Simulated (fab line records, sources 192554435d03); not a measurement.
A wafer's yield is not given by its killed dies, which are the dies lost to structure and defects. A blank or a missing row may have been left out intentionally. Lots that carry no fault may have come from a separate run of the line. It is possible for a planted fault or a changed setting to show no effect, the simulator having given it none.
Which tool is to blame?    flow n5_finfet    Sampling: 6 lots, 18 wafers, 9 of 1938 route steps

## WHAT EACH GAUGE READ, for each wafer
N5_BEOL_M4_RC_MEAS_101.
lot   measured      on         DIBL_N (mV/V)   DIBL_P (mV/V)   IOFF_N (nA/um)  IOFF_P (nA/um)  ION_N (uA/um)  ION_P (uA/um)  SS_N (mV/dec)   SS_P (mV/dec)   VT_N (mV)    VT_P (mV)
L720  day 9 13:31   prober-02  36.6 36.5 34.6  38.4 38.1 35.2  0.16 0.15 0.13  0.24 0.24 0.19  672 661 673    462 460 465    72.8 72.5 70.8  73.2 74.1 72.4  250 252 250  -247 -247 -250
L721  day 9 15:46   prober-02  33.6 32.6 33.3  35.6 34.5 34.8  0.14 0.11 0.13  0.19 0.16 0.17  687 658 666    471 459 458    71.1 69.7 71.4  72.9 72.3 72.2  249 257 253  -251 -253 -254
L724  day 10 09:20  prober-01  35.7 36.9 36.1  35.8 36.3 35.9  0.15 0.15 0.15  0.23 0.22 0.23  673 662 674    466 455 465    71.4 71.8 71.2  73.9 74.3 72.7  249 252 249  -247 -248 -247
L725  day 10 09:35  prober-02  34.7 35.4 36.3  34.9 36.1 37.3  0.15 0.15 0.19  0.19 0.20 0.23  676 678 699    462 462 477    71.5 72.3 71.9  72.6 73.1 72.8  251 251 245  -250 -254 -248
L732  day 12 08:17  prober-02  36.9 33.9 36.2  36.6 33.6 36.3  0.17 0.13 0.16  0.23 0.18 0.22  667 665 680    461 459 465    72.0 70.8 72.0  73.4 72.9 73.0  251 251 252  -250 -252 -250
L736  day 13 13:59  prober-02  35.2 37.6 34.8  34.4 35.5 33.1  0.12 0.16 0.11  0.17 0.18 0.15  658 667 645    450 453 440    70.9 71.8 71.3  72.6 72.7 73.1  254 250 257  -253 -253 -256

N5_BEOL_M10_INSPECT_30: inspects for defects (brightfield).
lot   measured      on                 raw_defect_count
L720  day 11 08:17  defect_inspect-02  326 325 498
L721  day 11 18:42  defect_inspect-01  445 433 520
L724  day 12 13:02  defect_inspect-01  472 504 387
L725  day 12 10:56  defect_inspect-01  416 512 437
L732  day 14 11:11  defect_inspect-01  359 356 435
L736  day 15 21:01  defect_inspect-02  383 368 357

N5_BEOL_M10_OCD_MEAS_38.
lot   measured      on      trench_depth_nm (nm)
L720  day 11 09:24  ocd-01  147.8 145.2 150.8
L721  day 11 19:13  ocd-01  146.4 241.1 148.9
L724  day 12 13:37  ocd-01  148.5 149.0 142.0
L725  day 12 11:49  ocd-02  148.8 146.3 144.3
L732  day 14 11:43  ocd-01  146.2 151.3 149.6
L736  day 15 21:59  ocd-02  147.7 151.5 146.8

N5_BEOL_M10_THK_MEAS_53: measures by xrf.
lot   measured      on             M10_THK (nm)
L720  day 11 13:42  film_metro-01  135 135 138
L721  day 11 21:29  film_metro-01  135 226 136
L724  day 12 15:41  film_metro-02  137 137 130
L725  day 12 13:53  film_metro-02  141 136 136
L732  day 14 14:14  film_metro-01  136 140 137
L736  day 16 00:23  film_metro-01  134 137 133

N5_BEOL_M10_RS_MEAS_57: measurement is done with a four-point probe.
lot   measured      on             M10_RS (ohm/sq)
L720  day 11 13:50  film_metro-02  0.154 0.155 0.150
L721  day 11 21:38  film_metro-01  0.154 0.087 0.152
L724  day 12 15:49  film_metro-02  0.152 0.151 0.160
L725  day 12 14:02  film_metro-02  0.149 0.155 0.155
L732  day 14 14:23  film_metro-01  0.153 0.148 0.151
L736  day 16 00:31  film_metro-01  0.153 0.150 0.154

N5_BEOL_M15_RC_MEAS_101.
lot   measured      on         etest_temp_c (C)   COMB_M11 (S/m)              COMB_M12 (S/m)           COMB_M13 (S/m)           COMB_M14 (S/m)           COMB_M15 (S/m)           COMB_M15_max_site (S/m)  COMB_M5 (S/m)            COMB_M6 (S/m)            COMB_M7 (S/m)            COMB_M8 (S/m)            COMB_M8_max_site (S/m)   COMB_M9 (S/m)               SERP_M10 (ohm/um)  SERP_M10_max_site (ohm/um)  SERP_M11 (ohm/um)  SERP_M12 (ohm/um)  SERP_M12_max_site (ohm/um)  SERP_M13 (ohm/um)  SERP_M14 (ohm/um)  SERP_M5 (ohm/um)  SERP_M5_max_site (ohm/um)  SERP_M6 (ohm/um)  SERP_M7 (ohm/um)  SERP_M8 (ohm/um)  SERP_M8_max_site (ohm/um)  SERP_M9 (ohm/um)
L720  day 12 22:22  prober-02  25.11 25.02 25.06  1.67e-11 1.59e-11 1.07e-11  5.3e-12 5.5e-12 6.5e-12  3.7e-12 3.2e-12 4.4e-12  3.1e-12 4.2e-12 4.1e-12  2.6e-12 2.5e-12 2.3e-12  5.2e-12 3.8e-12 3.3e-12  4.9e-11 2.9e-11 5.1e-11  3.6e-11 2.3e-11 3.5e-11  2.2e-11 3e-11 2e-11      2.2e-11 2.3e-11 2.8e-11  4.2e-11 2.7e-11 3.7e-11  1.24e-11 1.33e-11 1.31e-11  3.11 3.08 2.99     3.20 3.12 3.08              3.03 3.07 3.02     0.666 0.656 0.670  0.686 0.664 0.678           0.315 0.310 0.316  0.167 0.160 0.162  39.9 38.6 40.0    41.7 39.5 40.7             13.7 14.3 14.7    14.6 13.8 14.2    13.1 13.8 14.1    14.1 14.2 14.6             3.01 3.06 3.03
L721  day 13 14:20  prober-01  25.10 24.93 24.98  1e-11 1.3e-11 1.2e-11       6.8e-12 5.9e-12 5.7e-12  5.6e-12 5e-12 5.3e-12    4.1e-12 4.2e-12 4.2e-12  3.9e-12 3.1e-12 3.1e-12  5e-12 4.2e-12 4.6e-12    4e-11 3.9e-11 3.6e-11    1.9e-11 1.9e-11 2.7e-11  3.1e-11 2.1e-11 2.6e-11  2.5e-11 3.3e-11 2e-11    3.4e-11 4.6e-11 3.1e-11  1.4e-11 1.52e-11 1.26e-11   3.12 1.77 3.09     3.21 1.85 3.14              3.09 3.12 3.13     0.651 0.656 0.652  0.661 0.671 0.666           0.309 0.312 0.306  0.165 0.169 0.160  39.5 38.7 40.3    41.2 39.8 42.3             14.5 14.1 14.7    12.8 13.2 13.7    14.2 15.2 14.8    14.6 15.9 15.6             3.09 3.07 3.00
L724  day 14 11:02  prober-02  25.09 25.12 25.04  1.57e-11 1.2e-11 1.52e-11   7.9e-12 7.9e-12 7e-12    4e-12 3.3e-12 5.9e-12    3.6e-12 4.2e-12 3.3e-12  2.3e-12 1.2e-12 1.7e-12  4.4e-12 1.9e-12 2.7e-12  3.2e-11 3.5e-11 3.5e-11  2.5e-11 3e-11 3.2e-11    2.4e-11 2.7e-11 2.6e-11  2.5e-11 2.4e-11 3.2e-11  3.9e-11 5.3e-11 3.9e-11  1.72e-11 1.18e-11 1.89e-11  3.10 3.02 3.25     3.17 3.11 3.34              3.19 3.18 3.11     0.634 0.642 0.657  0.651 0.658 0.671           0.309 0.305 0.310  0.165 0.165 0.163  38.3 38.6 39.1    39.7 39.4 39.8             14.0 13.4 13.9    13.3 13.4 14.4    15.1 13.5 13.3    15.3 13.9 14.4             2.99 3.07 3.18
L725  day 14 07:40  prober-01  24.94 24.94 24.94  1.59e-11 1.51e-11 1.37e-11  6e-12 6.3e-12 6.5e-12    4.6e-12 4.5e-12 7.4e-12  2.7e-12 3.6e-12 2.9e-12  2.7e-12 3.1e-12 3.1e-12  3.3e-12 3.3e-12 4e-12    6.5e-11 3.7e-11 4.4e-11  2.6e-11 2.8e-11 3.5e-11  2e-11 1.4e-11 3.1e-11    2.7e-11 3.2e-11 3.4e-11  3.8e-11 5.5e-11 3.9e-11  1.63e-11 1.53e-11 1.51e-11  3.03 3.19 3.20     3.06 3.31 3.23              3.12 3.13 3.11     0.638 0.677 0.646  0.646 0.701 0.656           0.316 0.315 0.310  0.169 0.160 0.170  39.9 39.9 37.6    41.5 42.2 39.6             13.7 13.7 13.2    13.8 14.5 14.5    13.3 12.7 12.8    13.8 13.6 13.2             3.01 3.08 2.97
L732  day 15 23:19  prober-01  24.99 25.08 25.05  1.67e-11 1.7e-11 1.7e-11    5.9e-12 6.8e-12 7.2e-12  6e-12 5.2e-12 5e-12      5.2e-12 4.7e-12 5.2e-12  3.1e-12 2e-12 2.8e-12    4.2e-12 2.3e-12 3.6e-12  4.3e-11 4.3e-11 5.3e-11  2.8e-11 2.5e-11 1.7e-11  3.2e-11 2.8e-11 2.1e-11  3.1e-11 3.3e-11 3.4e-11  5.3e-11 4.2e-11 5.3e-11  1.73e-11 2.21e-11 1.29e-11  3.05 2.97 3.07     3.12 3.11 3.23              3.11 3.09 3.07     0.667 0.649 0.681  0.683 0.669 0.685           0.308 0.306 0.313  0.154 0.161 0.163  43.1 39.7 42.8    43.7 40.8 44.7             14.0 13.6 14.7    13.0 13.4 13.7    13.5 13.6 14.2    14.0 14.0 14.8             3.09 3.14 2.96
L736  day 17 03:32  prober-02  24.88 24.98 24.94  1.16e-11 1.43e-11 1.28e-11  8.3e-12 8.1e-12 6.2e-12  4.6e-12 4.2e-12 4.3e-12  3.8e-12 3.6e-12 3.3e-12  3.6e-12 2.3e-12 3.1e-12  5.1e-12 3.9e-12 4.2e-12  2.7e-11 5.2e-11 3.9e-11  2.6e-11 2.5e-11 2.1e-11  1.6e-11 1.8e-11 2.8e-11  2.8e-11 2.2e-11 3.4e-11  3.1e-11 3.9e-11 4.1e-11  1.83e-11 1.93e-11 1.81e-11  3.16 3.01 3.23     3.25 3.21 3.28              3.16 3.10 3.09     0.634 0.663 0.651  0.653 0.673 0.671           0.323 0.323 0.315  0.167 0.161 0.161  37.7 38.8 37.9    38.2 39.9 41.1             14.4 14.2 13.2    13.6 13.1 13.2    14.2 14.0 14.4    14.5 14.8 14.7             3.16 3.07 3.16

## WHICH TOOL RAN EACH LOT (tool, then ch and the chambers of the sampled wafers, then the start)
lot   N5_BEOL_M10_DESCUM_33               N5_BEOL_M10_TRENCH_ETCH_37          N5_BEOL_M10_SURFACE_TREAT_76
L720  rie_diel-01 ch 1,2,3, day 11 08:54  rie_diel-01 ch 1,2,3, day 11 09:13  pvd_sputter-01, day 11 12:29
L721  rie_diel-01 ch 0,2,3, day 11 18:44  rie_diel-01 ch 0,2,3, day 11 19:02  pvd_sputter-01, day 11 20:27
L724  rie_diel-03 ch 1,2,3, day 12 13:08  rie_diel-03 ch 1,2,3, day 12 13:26  pvd_sputter-03, day 12 14:39
L725  rie_diel-05 ch 1,3, day 12 11:19    rie_diel-05 ch 1,3, day 12 11:37    pvd_sputter-02, day 12 12:51
L732  rie_diel-03 ch 0,1,3, day 14 11:13  rie_diel-03 ch 0,1,3, day 14 11:32  pvd_sputter-02, day 14 12:50
L736  rie_diel-01 ch 0,2, day 15 21:29    rie_diel-01 ch 0,2, day 15 21:48    pvd_sputter-01, day 15 23:01
- N5_BEOL_M10_DESCUM_33: chemistry O2, time 7.9 s.
- N5_BEOL_M10_TRENCH_ETCH_37: etches SiCOH lowk in C4F6/O2, target depth 148.83 nm, time 48 s.
- N5_BEOL_M10_SURFACE_TREAT_76

## WHAT THE TOOLS THEMSELVES READ (means of the sampled wafers that have a number; where no wafer has one, the mark that the record gives instead)
N5_BEOL_M10_DESCUM_33.
lot   tool         drypump_motor_current_A (A)  o2_flow_sccm (sccm)  oes_product_au (a.u.)  rf_vpp_V (V)  showerhead_plenum_p_Torr (Torr)  temp_c (C)  throttle_valve_pct (%)
L720  rie_diel-01  5.9                          224.9                0.78                   242.5         2.01                             40.06       20.28
L721  rie_diel-01  5.8                          224.5                0.83                   242.6         2.03                             39.97       20.31
L724  rie_diel-03  5.8                          224.3                0.72                   244.0         2.15                             39.97       20.55
L725  rie_diel-05  5.5                          225.2                0.70                   243.0         2.06                             40.07       20.51
L732  rie_diel-03  5.4                          225.4                0.81                   244.3         2.14                             40.02       20.57
L736  rie_diel-01  5.7                          224.3                0.79                   242.6         2.02                             40.01       20.50

N5_BEOL_M10_TRENCH_ETCH_37.
lot   tool         C4F6_flow_sccm (sccm)  bias_w (W)  drypump_motor_current_A (A)  mfc_ar_sccm (sccm)  oes_ar_750_au (a.u.)  oes_product_au (a.u.)  rf_vpp_V (V)  showerhead_plenum_p_Torr (Torr)  throttle_valve_pct (%)
L720  rie_diel-01  9.993                  185.5       5.9                          299.7               0.79                  0.78                   660           2.76                             20.87
L721  rie_diel-01  10.018                 184.9       5.8                          299.8               0.82                  0.91                   661           2.78                             20.89
L724  rie_diel-03  10.035                 185.2       5.8                          299.6               0.74                  0.73                   652           2.92                             21.02
L725  rie_diel-05  9.972                  184.7       5.6                          301.1               0.70                  0.70                   665           2.83                             21.15
L732  rie_diel-03  9.970                  185.2       5.4                          300.2               0.82                  0.81                   663           2.91                             21.07
L736  rie_diel-01  10.015                 184.6       5.7                          300.8               0.78                  0.79                   660           2.76                             21.06

## THE ANSWER, worked out from the rows above alone
Rule: usual is defined by the lots themselves. The widest of any qualifying gaps counts: lots, ordered by their means at a reading, are off when they make up no more than a third of the lots, leave a main group of 4 or more, and stand apart from it by 3 or more times the standard deviation of that group's means. If all means in a main group match to the digits the tables above print for the reading, that group is not used. A lot without any number at a reading at which 4 lots or more have one is off too. All remaining lots with rows at the step are treated as sound. The gauges are gone through in route order, then the tools' own readings, and for those a lot's mean is taken as printed above. At the first step where some lot is off, the reading lying furthest off is the one used; lots without a number count as furthest.
Off: L721, at N5_BEOL_M4_RC_MEAS_101 (DIBL_N). The main group: mean 35.8 mV/V, standard deviation 0.26.
A tool fits if, at a process step before that reading, it ran every lot that is off, and no sound lot after the first of them. Not tried: the gauges at N5_BEOL_M4_RC_MEAS_101; whatever is off there is also off at N5_BEOL_M10_OCD_MEAS_38, on other tools, and gauge error can't account for it. None of those tried fits.

## WHAT THE SIMULATOR HAD INSERTED
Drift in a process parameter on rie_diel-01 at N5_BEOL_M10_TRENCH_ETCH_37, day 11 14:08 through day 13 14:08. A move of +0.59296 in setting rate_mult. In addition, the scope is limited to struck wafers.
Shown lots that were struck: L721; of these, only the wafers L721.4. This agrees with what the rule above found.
